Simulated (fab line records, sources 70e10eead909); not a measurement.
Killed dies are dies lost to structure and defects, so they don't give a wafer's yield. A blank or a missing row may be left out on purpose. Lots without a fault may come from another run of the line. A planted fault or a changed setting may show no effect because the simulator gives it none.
Chamber matching | flow nand_harc | NHARC_A_STAIRCASE_TRIM_229 on rie_diel-04: 4 sister chambers
The step chemistry O2, time 211.2 s. 4 wafers are shown with their chamber, then 11 later ones without.

WAFERS WITH THEIR CHAMBER
wafer  | chamber | showerhead_plenum_p_Torr (Torr)
L080.5 | 0       | 3.65
L087.2 | 1       | 3.61
L087.5 | 2       | 3.58
L089.1 | 3       | 3.45

WAFERS WITHOUT THEIR CHAMBER
wafer  | showerhead_plenum_p_Torr (Torr)
L089.3 | 3.61
L089.4 | 3.63
L092.3 | 3.60
L092.4 | 3.57
L092.6 | 3.62
L094.2 | 3.59
L094.5 | 3.62
L094.6 | 3.43
L096.2 | 3.43
L096.5 | 3.61
L096.6 | 3.59

WHICH CHAMBER EACH WENT THROUGH
wafer  | from the rows above     | in truth
L089.3 | 1                       | 1
L089.4 | can't be placed: 0 or 1 | 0
L092.3 | can't be placed: 1 or 2 | 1
L092.4 | 2                       | 2
L092.6 | can't be placed: 1 or 0 | 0
L094.2 | can't be placed: 2 or 1 | 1
L094.5 | can't be placed: 1 or 0 | 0
L094.6 | 3                       | 3
L096.2 | 3                       | 3
L096.5 | 1                       | 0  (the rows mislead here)
L096.6 | can't be placed: 2 or 1 | 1
Placed correctly: 4 of 11. Can't be placed from these rows: 6 (the true chamber is among the candidates in 6). Placed wrongly: 1.
How it was worked out, from the rows above alone: a wafer's distance from a chamber is the root of the sum, over the readings, of the square of ((its reading less the chamber's mean) divided by the reading's scatter). The wafer belongs to the nearest chamber; if the next one is less than 2 further off, it can't be placed. A chamber's mean is the mean of its shown wafers. The scatter: with one shown wafer a chamber, the root of the mean of the squares of how far each hidden wafer lies from its nearest shown one.
